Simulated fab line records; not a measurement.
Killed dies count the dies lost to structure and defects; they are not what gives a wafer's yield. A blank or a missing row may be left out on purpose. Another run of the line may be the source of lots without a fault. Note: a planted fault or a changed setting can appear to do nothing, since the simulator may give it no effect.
Which of the tools did it? -- flow n5-finfet -- 24 lots, 72 wafers sampled, at 6 steps of a route of 1938

## WHAT THE GAUGES SHOWED, per wafer
N5_WELL_APT_INSPECT_10: inspects for defects (macro). Usual: raw-defect-count reads 1.9 (standard deviation 1.4).
lot,measured,on,raw-defect-count,flag
L074,day 1 13:56,defect-inspect-01,2 2 1,
L075,day 1 19:53,defect-inspect-02,2 4 4,
L076,day 2 01:52,defect-inspect-01,1 3 1,
L077,day 2 07:57,defect-inspect-01,4 1 3,
L078,day 2 13:46,defect-inspect-02,1 0 4,
L079,day 2 19:55,defect-inspect-02,1 2 3,
L080,day 3 01:45,defect-inspect-01,1 1 2,
L081,day 3 07:39,defect-inspect-01,0 1 3,
L082,day 3 13:47,defect-inspect-01,2 0 2,
L083,day 3 19:37,defect-inspect-02,3 0 4,
L084,day 4 01:52,defect-inspect-01,1 3 1,
L085,day 4 07:44,defect-inspect-02,2 2 0,
L086,day 4 14:05,defect-inspect-01,2 3 1,
L087,day 4 19:55,defect-inspect-02,3 1 3,
L088,day 5 01:47,defect-inspect-01,0 0 3,
L089,day 5 08:10,defect-inspect-02,1 3 4,
L090,day 5 13:38,defect-inspect-01,3 5 2,
L091,day 5 19:50,defect-inspect-02,4 2 4,
L092,day 6 02:34,defect-inspect-02,2 2 1,
L093,day 6 08:11,defect-inspect-01,1 1 1,
L094,day 6 14:59,defect-inspect-02,3 0 0,
L095,day 6 19:52,defect-inspect-02,3 3 1,
L096,day 7 01:54,defect-inspect-01,4 1 1,
L097,day 7 07:52,defect-inspect-02,3 6 1,

N5_FIN_CUT_OVL_MEAS_09. Usual: FIN_CUT_OVL typically reads -0.2 nm, with standard deviation 0.63.
lot,measured,on,FIN_CUT_OVL (nm),flag
L074,day 2 02:23,overlay-02,-0.8 -0.7 -1.0,
L075,day 2 08:27,overlay-02,-0.3 -0.1 -0.6,
L076,day 2 16:43,overlay-01,0.6 0.8 0.2,
L077,day 2 21:38,overlay-01,-1.1 0.3 0.2,
L078,day 3 04:21,overlay-01,-0.4 1.4 1.2,
L079,day 3 10:46,overlay-01,0.9 0.4 0.3,
L080,day 3 15:18,overlay-02,-0.9 1.0 0.5,
L081,day 3 20:40,overlay-01,-0.3 0.5 -0.3,
L082,day 4 02:25,overlay-01,-0.7 -0.4 0.1,
L083,day 4 07:52,overlay-02,-0.8 -0.5 -0.1,
L084,day 4 14:33,overlay-02,-0.1 -0.2 -0.4,
L085,day 5 01:20,overlay-01,-0.1 -0.5 -0.6,
L086,day 5 03:55,overlay-01,0.2 -1.7 -1.4,
L087,day 5 11:27,overlay-02,-1.7 -0.9 -1.1,
L088,day 5 15:06,overlay-02,0.4 0.0 0.0,
L089,day 5 23:21,overlay-01,-0.1 0.4 0.4,
L090,day 6 02:16,overlay-02,0.0 0.1 0.2,
L091,day 6 08:49,overlay-01,-0.7 0.1 0.6,
L092,day 6 14:46,overlay-01,-0.6 -0.7 -0.9,
L093,day 6 21:44,overlay-01,-0.3 -1.2 -0.7,
L094,day 7 03:30,overlay-01,-0.7 0.7 -0.4,
L095,day 7 09:16,overlay-02,-0.9 -0.9 -1.2,
L096,day 7 15:13,overlay-02,-0.5 0.1 -1.0,
L097,day 7 20:35,overlay-02,-0.7 -0.3 -0.7,

## TOOL THAT RAN EACH LOT (tool first, then ch and the chambers of the sampled wafers, then the start)
lot,N5_FIN_SAQP_HM_DEP_72,N5_FIN_SAQP_MANDREL1_REMOVE_56,N5_FIN_SAQP_ETCH_65,N5_FIN_SAQP_RECESS_71
L074,"pecvd-04 ch 0,1, day 1 21:11","rie-si-06 ch 1,2,3, day 1 23:32","rie-si-06 ch 0,2,3, day 1 23:57","vapor-etch-01 ch 1, day 2 00:47"
L075,"pecvd-01 ch 0,1, day 2 02:50","rie-si-06 ch 0,1,3, day 2 05:31","rie-si-05 ch 1,3, day 2 05:47","vapor-etch-02 ch 0,1, day 2 06:44"
L076,"pecvd-03 ch 0,1, day 2 09:23","rie-si-04 ch 0,1,2, day 2 13:27","rie-si-06 ch 1,2,3, day 2 13:45","vapor-etch-02 ch 0,1, day 2 14:29"
L077,"pecvd-03 ch 0,1,2, day 2 15:35","rie-si-06 ch 0,1,3, day 2 18:26","rie-si-05 ch 0,1,3, day 2 18:43","vapor-etch-02 ch 0,1, day 2 19:49"
L078,"pecvd-03 ch 0,2, day 2 22:08","rie-si-06 ch 0,3, day 3 00:52","rie-si-05 ch 1,2,3, day 3 01:42","vapor-etch-02 ch 0,1, day 3 02:29"
L079,"pecvd-04 ch 0,1, day 3 05:02","rie-si-06 ch 0,1,3, day 3 07:46","rie-si-05 ch 1,2,3, day 3 08:04","vapor-etch-02 ch 0,1, day 3 08:59"
L080,"pecvd-03 ch 1,2, day 3 08:55","rie-si-06 ch 0,2,3, day 3 11:41","rie-si-05 ch 0,3, day 3 11:59","vapor-etch-02 ch 0,1, day 3 12:45"
L081,"pecvd-04 ch 0,1,2, day 3 15:26","rie-si-04 ch 1,3, day 3 18:05","rie-si-06 ch 0,1,3, day 3 18:22","vapor-etch-02 ch 1, day 3 19:05"
L082,"pecvd-03 ch 1,2, day 3 21:17","rie-si-04 ch 0,1,3, day 3 23:48","rie-si-06 ch 0,1,2, day 4 00:04","vapor-etch-02 ch 0,1, day 4 00:47"
L083,"pecvd-03 ch 0,1,2, day 4 02:50","rie-si-04 ch 0,2,3, day 4 05:14","rie-si-06 ch 0,3, day 4 05:31","vapor-etch-02 ch 0,1, day 4 06:14"
L084,"pecvd-04 ch 0,1, day 4 08:59","rie-si-04 ch 0,3, day 4 11:43","rie-si-05 ch 2,3, day 4 11:58","vapor-etch-01 ch 0,1, day 4 12:50"
L085,"pecvd-03 ch 0,1,2, day 4 15:32","rie-si-06 ch 0,2,3, day 4 19:36","rie-si-06 ch 0,3, day 4 20:02","vapor-etch-02 ch 0,1, day 4 20:49"
L086,"pecvd-04 ch 1,2, day 4 21:00","rie-si-06 ch 0,1,3, day 5 01:04","rie-si-04 ch 1,2,3, day 5 01:19","vapor-etch-01 ch 0,1, day 5 02:03"
L087,"pecvd-03 ch 0,2, day 5 05:57","rie-si-04 ch 0,1,3, day 5 08:34","rie-si-05 ch 1,3, day 5 09:01","vapor-etch-02 ch 0,1, day 5 09:44"
L088,"pecvd-01 ch 0,1,2, day 5 09:11","rie-si-06 ch 1,2,3, day 5 12:14","rie-si-04 ch 1,3, day 5 12:32","vapor-etch-01 ch 0,1, day 5 13:31"
L089,"pecvd-04 ch 0,1,2, day 5 16:04","rie-si-05 ch 0,1,2, day 5 19:01","rie-si-04 ch 0,1,2, day 5 19:17","vapor-etch-02 ch 0,1, day 5 20:02"
L090,"pecvd-01 ch 0,2, day 5 20:45","rie-si-06 ch 0,1,3, day 5 23:13","rie-si-05 ch 0,1,3, day 5 23:31","vapor-etch-02 ch 1, day 6 00:16"
L091,"pecvd-01 ch 0,1,2, day 6 03:41","rie-si-04 ch 0,1, day 6 06:04","rie-si-06 ch 0,3, day 6 06:28","vapor-etch-01 ch 0,1, day 6 07:11"
L092,"pecvd-04 ch 0,1,2, day 6 09:25","rie-si-05 ch 2,3, day 6 12:11","rie-si-06 ch 0,1,3, day 6 12:27","vapor-etch-01 ch 0,1, day 6 13:10"
L093,"pecvd-03 ch 0,1, day 6 16:00","rie-si-05 ch 1,2, day 6 18:26","rie-si-06 ch 1,2,3, day 6 18:49","vapor-etch-01 ch 0,1, day 6 19:32"
L094,"pecvd-03 ch 0,1,2, day 6 22:15","rie-si-05 ch 1,2, day 7 00:34","rie-si-06 ch 1,2,3, day 7 00:50","vapor-etch-01 ch 0,1, day 7 01:34"
L095,"pecvd-03 ch 0,1,2, day 7 03:38","rie-si-05 ch 0,2,3, day 7 06:32","rie-si-06 ch 0,1,3, day 7 06:48","vapor-etch-01 ch 0,1, day 7 07:31"
L096,"pecvd-03 ch 1,2, day 7 09:21","rie-si-04 ch 0,1,2, day 7 12:16","rie-si-06 ch 1,2,3, day 7 12:40","vapor-etch-01 ch 0,1, day 7 13:38"
L097,"pecvd-01 ch 1,2, day 7 15:20","rie-si-04 ch 0,3, day 7 17:49","rie-si-05 ch 0,1,2, day 7 18:05","vapor-etch-01 ch 1, day 7 18:52"
- N5_FIN_SAQP_HM_DEP_72: deposits SiO2 from SiH4/N2O, target thk 12 nm, time 7.2 s.
- N5_FIN_SAQP_MANDREL1_REMOVE_56: chemistry HBr/Cl2/O2, target a-Si, stops on SiNx, bt time 10 s.
- N5_FIN_SAQP_ETCH_65: etches SiO2 in CF4, target depth 4 nm, time 4.4 s.
- N5_FIN_SAQP_RECESS_71: chemistry HF/NH3, target SiO2, target depth 3 nm, afs cycles 1, sublimation time 60 s.

## WHAT THE TOOLS THEMSELVES READ (means of the sampled wafers that have a number; where no wafer has one, the mark that the record gives instead)
N5_FIN_SAQP_HM_DEP_72. Usual: heater-power-w 802 W, standard deviation 110; showerhead-plenum-p-Torr 8.14 Torr, standard deviation 0.14.
lot,tool,heater-power-w (W),showerhead-plenum-p-Torr (Torr),flag
L074,pecvd-04,842,8.09,
L075,pecvd-01,782,8.20,
L076,pecvd-03,777,8.18,
L077,pecvd-03,813,8.12,
L078,pecvd-03,808,8.20,
L079,pecvd-04,830,8.08,
L080,pecvd-03,826,8.06,
L081,pecvd-04,693,8.04,
L082,pecvd-03,816,8.06,
L083,pecvd-03,771,8.11,
L084,pecvd-04,679,8.04,
L085,pecvd-03,814,8.12,
L086,pecvd-04,628,7.97,
L087,pecvd-03,822,8.20,
L088,pecvd-01,867,8.31,
L089,pecvd-04,751,8.03,
L090,pecvd-01,896,8.36,
L091,pecvd-01,883,8.31,
L092,pecvd-04,793,8.03,
L093,pecvd-03,838,8.19,
L094,pecvd-03,744,8.13,
L095,pecvd-03,813,8.13,
L096,pecvd-03,847,8.07,
L097,pecvd-01,947,8.38,

N5_FIN_SAQP_MANDREL1_REMOVE_56. Usual: drypump-motor-current-A 5.8 A, standard deviation 0.47; oes_o_777_au 1.01 a.u., standard deviation 0.031; oes-product-au 1.007 a.u., standard deviation 0.019; throttle-valve-pct 36.66 %, standard deviation 0.3.
lot,tool,drypump-motor-current-A (A),oes_o_777_au (a.u.),oes-product-au (a.u.),throttle-valve-pct (%),flag
L074,rie-si-06,5.7,1.01,1.014,36.53,
L075,rie-si-06,5.4,1.01,1.002,36.57,
L076,rie-si-04,6.1,1.02,1.016,36.64,
L077,rie-si-06,5.4,1.01,1.006,36.57,
L078,rie-si-06,5.3,1.03,0.998,36.73,
L079,rie-si-06,5.3,1.01,1.001,36.56,
L080,rie-si-06,5.6,1.03,1.016,36.70,
L081,rie-si-04,5.6,1.01,1.017,36.50,
L082,rie-si-04,5.7,1.00,1.009,36.49,
L083,rie-si-04,5.9,1.01,1.022,36.74,
L084,rie-si-04,5.6,0.98,1.007,36.59,
L085,rie-si-06,5.6,1.02,1.006,36.70,
L086,rie-si-06,5.4,1.01,1.007,36.57,
L087,rie-si-04,5.7,1.00,1.001,36.49,
L088,rie-si-06,5.7,1.01,1.011,36.53,
L089,rie-si-05,6.0,1.01,0.996,36.86,
L090,rie-si-06,5.4,1.01,0.992,36.58,
L091,rie-si-04,5.9,1.00,0.994,36.37,
L092,rie-si-05,6.6,1.00,0.990,36.84,
L093,rie-si-05,6.5,1.00,0.996,37.13,
L094,rie-si-05,6.5,1.00,1.000,37.13,
L095,rie-si-05,6.1,0.99,0.985,36.58,
L096,rie-si-04,6.0,1.02,1.012,36.63,
L097,rie-si-04,5.7,0.98,0.996,36.48,

N5_FIN_SAQP_ETCH_65. Usual: drypump-motor-current-A 5.8 A, standard deviation 0.48; oes-product-au 1.009 a.u., standard deviation 0.019; throttle-valve-pct 21.76 %, standard deviation 0.23.
lot,tool,drypump-motor-current-A (A),oes-product-au (a.u.),throttle-valve-pct (%),flag
L074,rie-si-06,5.6,1.020,21.77,
L075,rie-si-05,6.0,1.016,22.07,
L076,rie-si-06,5.7,1.016,21.69,
L077,rie-si-05,5.8,1.005,21.80,
L078,rie-si-05,6.3,1.003,21.94,
L079,rie-si-05,6.3,1.004,21.94,
L080,rie-si-05,5.6,1.009,21.52,
L081,rie-si-06,5.3,1.011,21.73,
L082,rie-si-06,5.5,1.004,21.71,
L083,rie-si-06,5.4,1.019,21.78,
L084,rie-si-05,6.3,1.003,21.73,
L085,rie-si-06,5.3,1.018,21.81,
L086,rie-si-04,5.9,1.016,21.80,
L087,rie-si-05,6.0,1.024,22.07,
L088,rie-si-04,5.6,1.021,21.60,
L089,rie-si-04,6.0,1.015,21.72,
L090,rie-si-05,5.8,1.000,21.76,
L091,rie-si-06,5.4,1.016,21.79,
L092,rie-si-06,5.3,1.001,21.73,
L093,rie-si-06,5.7,1.017,21.69,
L094,rie-si-06,5.7,1.005,21.69,
L095,rie-si-06,5.4,1.007,21.73,
L096,rie-si-06,5.7,1.011,21.68,
L097,rie-si-05,6.0,1.000,21.86,

N5_FIN_SAQP_RECESS_71. Usual: drypump-motor-current-A reads 5.5 A (standard deviation 0.53).
lot,tool,drypump-motor-current-A (A),flag
L074,vapor-etch-01,5.5,
L075,vapor-etch-02,5.5,
L076,vapor-etch-02,5.5,
L077,vapor-etch-02,5.5,
L078,vapor-etch-02,5.9,
L079,vapor-etch-02,5.5,
L080,vapor-etch-02,5.5,
L081,vapor-etch-02,6.3,
L082,vapor-etch-02,5.5,
L083,vapor-etch-02,5.4,
L084,vapor-etch-01,5.2,
L085,vapor-etch-02,5.9,
L086,vapor-etch-01,5.2,
L087,vapor-etch-02,5.5,
L088,vapor-etch-01,5.4,
L089,vapor-etch-02,5.9,
L090,vapor-etch-02,6.3,
L091,vapor-etch-01,5.4,
L092,vapor-etch-01,5.4,
L093,vapor-etch-01,5.2,
L094,vapor-etch-01,5.4,
L095,vapor-etch-01,5.2,
L096,vapor-etch-01,5.4,
L097,vapor-etch-01,5.5,

## THE ANSWER, worked out from the rows above alone
Rule: a lot is off if the mean of its wafers that have a number lies more than 3 standard deviations from the usual mean. A lot without any number at a reading at which 4 lots or more have one is off too. The other lots that the step has rows for count as sound. The gauges are gone through in route order, then the tools' own readings, and for those a lot's mean is taken as printed above. At the first step where some lot is off, the reading lying furthest off is the one used; lots without a number count as furthest.
No lot is off at any reading shown: from this, nothing can be told.

## WHAT WAS PUT IN BY THE SIMULATOR
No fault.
